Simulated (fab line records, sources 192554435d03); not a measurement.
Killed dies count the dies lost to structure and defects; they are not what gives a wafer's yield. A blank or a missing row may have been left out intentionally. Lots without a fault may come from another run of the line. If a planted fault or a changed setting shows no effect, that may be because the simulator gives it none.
Struck lot and sound lot, side by side	flow n5_finfet	26 steps out of a route of 1938
Sound: these wafers, L136.1, L136.3, L136.6. Struck: wafers L143.3, L143.5. (L143.4 of the same lot was not struck and is left out.) The cause comes at the end.
Order at every step that has rows: each side's tool, ch and its chambers, its first start. Under that, the readings that differ: sound wafers	struck wafers	difference of the means	sigmas: that difference in standard deviations of wafers without a fault.
alike: same words and numbers on both sides, and readings whose means sit less than 2 such deviations apart. not compared: any withheld reading, any reading some wafer has no value for, any bound like >300 that may hide the same value, and any number with overlapping values for which the record gives no deviation.
Wherever a step has rows on one side only, a row that says differs or no value, or a row with sigmas, the two part there. Non-overlapping numbers with no deviation appear without sigmas and do not part them. Lack of a reading on every wafer of one side parts them only where that side has two or more wafers.

first, 1 step without rows for these wafers: N5_STI_FIN_REVEAL_DENSIFY_02 (time 1800 s).
N5_STI_FIN_REVEAL_CMP_04: polishes, stops on Si3N4, t overpolish 4 s, target thk 131.83 nm.
  sound on cmp-03 ch 0,2,3, day 2 16:29; struck on cmp-02 ch 1,3, day 4 11:05
  alike: motor_current_A, overpolish_run_s, time_to_endpoint_s
N5_STI_FIN_REVEAL_THK_MEAS_05:
  sound: film_metro-01 at day 2 16:46; struck: film_metro-01 at day 4 11:22
  alike: thk_nm
following that, these wafers have no rows for 1 step: N5_STI_FIN_REVEAL_DENSIFY_30.
N5_STI_FIN_REVEAL_ETCHBACK_08: etches SiO2 in C4F6/O2, target depth 30.5 nm, time 10.167 s.
  sound on rie_diel-01 ch 1,2, day 2 17:22; struck on rie_diel-03 ch 0,2, day 4 11:43
  alike: drypump_motor_current_A, oes_product_au, rf_vpp_V, showerhead_plenum_p_Torr, throttle_valve_pct
  not compared: rf_hours_counter_h
N5_STI_FIN_REVEAL_STRIP_24: strips in N2/H2, time 90 s.
  sound on rie_diel-01 ch 1,2, day 2 17:24; struck on rie_diel-03 ch 0,2, day 4 11:46
  alike: drypump_motor_current_A, oes_product_au, rf_vpp_V, showerhead_plenum_p_Torr, throttle_valve_pct
  not compared: rf_hours_counter_h
then, 6 steps without rows for these wafers: N5_STI_FIN_REVEAL_PRECLEAN_25 (cleans in SPM, time 90 s); N5_STI_FIN_REVEAL_PRECLEAN_26 (cleans in SC1, time 45 s); N5_STI_FIN_REVEAL_PRECLEAN_29 (cleans in DHF, time 30 s); N5_STI_FIN_REVEAL_SRD_12 (time 30 s); N5_STI_FIN_REVEAL_RECESS_09 (chemistry HF/NH3, target SiO2, afs cycles 11, target depth 42.5 nm, sublimation time 60 s); N5_STI_FIN_REVEAL_STRIP_16 (strips SiNx in H3PO4, target depth 23.8 nm).
N5_STI_FIN_REVEAL_PRECLEAN_17: cleans in NF3:NH3, afs cycles 1, time 20 s, sublimation time 60 s.
  sound on remote_plasma-02 ch 1, day 2 19:32; struck on remote_plasma-02 ch 0, day 4 13:59
reading	sound	struck	difference	sigmas
time_s (s)	20 20 20	11.423 11.423	-8.577	
N5_STI_FIN_REVEAL_ETCH_34: etches Si in H2, material Si, target depth 0.97 nm.
  sound on rie_si-02 ch 1,2, day 2 19:45; struck on rie_si-02 ch 0,1, day 4 14:08
  alike: drypump_motor_current_A, oes_product_au, throttle_valve_pct
  not compared: rf_hours_counter_h
N5_STI_FIN_REVEAL_OXIDATION_31: chemistry O2 PLASMA REMOTE, time 20 s.
  sound on plasma_asher-01 ch 0,1, day 2 19:49; struck on plasma_asher-01 ch 1, day 4 14:13
  alike: drypump_motor_current_A, heater_power_w
  not compared: rf_hours_counter_h
then, 6 steps without rows for these wafers: N5_STI_FIN_REVEAL_PRECLEAN_32 (cleans in NF3:NH3, afs cycles 1, time 20 s, sublimation time 60 s); N5_STI_FIN_REVEAL_STRIP_35 (strips Si3N4 in H3PO4, target depth 4 nm, time 39 s); N5_STI_FIN_REVEAL_SRD_21 (time 30 s); N5_STI_FIN_REVEAL_OXIDATION_33 (chemistry O2 PLASMA REMOTE, time 20 s); N5_STI_FIN_REVEAL_CLEAN_19 (cleans in O3/DIW, time 120 s); N5_STI_FIN_REVEAL_SRD_23 (time 30 s).
N5_STI_FIN_REVEAL_CD_MEAS_22: target cd 6.238 nm, pitch 28 nm.
  sound: cd_sem-03 at day 2 20:19; struck: cd_sem-02 at day 4 14:43
  alike: cd_nm
N5_STI_FIN_REVEAL_FIN_H_MEAS_10:
  sound: ocd-01 at day 2 20:21; struck: ocd-02 at day 4 14:44
reading	sound	struck	difference	sigmas
trench_depth_nm (nm)	52.1 52.3 52.5	49.1 50.2	-2.6	-4
then, 1 step without rows for these wafers: N5_STI_FIN_REVEAL_PRECLEAN_18 (cleans in SC2, time 45 s).
-- record jumps: 6 days separate the struck wafers' starts on either side; left off in module STI_FIN_REVEAL, taken up again in module BEOL_M4, whose first shown step is the route's number 1111 --
N5_BEOL_M4_RC_MEAS_101:
  sound on prober-01 ch 0, day 7 23:04; struck on prober-01 ch 0, day 10 03:10
  alike: DIBL_N, DIBL_P, IOFF_N, IOFF_P, ION_N, ION_P, SS_N, SS_P, VT_N, VT_P
following that, these wafers have no rows for 1 step: N5_PASSIVATION_PROBE_49.

## WHERE THEY PART
N5_STI_FIN_REVEAL_FIN_H_MEAS_10 only, going by this record. Later steps at which nothing parts them and some readings are alike: N5_BEOL_M4_RC_MEAS_101.

WHY: whatever the simulator had introduced
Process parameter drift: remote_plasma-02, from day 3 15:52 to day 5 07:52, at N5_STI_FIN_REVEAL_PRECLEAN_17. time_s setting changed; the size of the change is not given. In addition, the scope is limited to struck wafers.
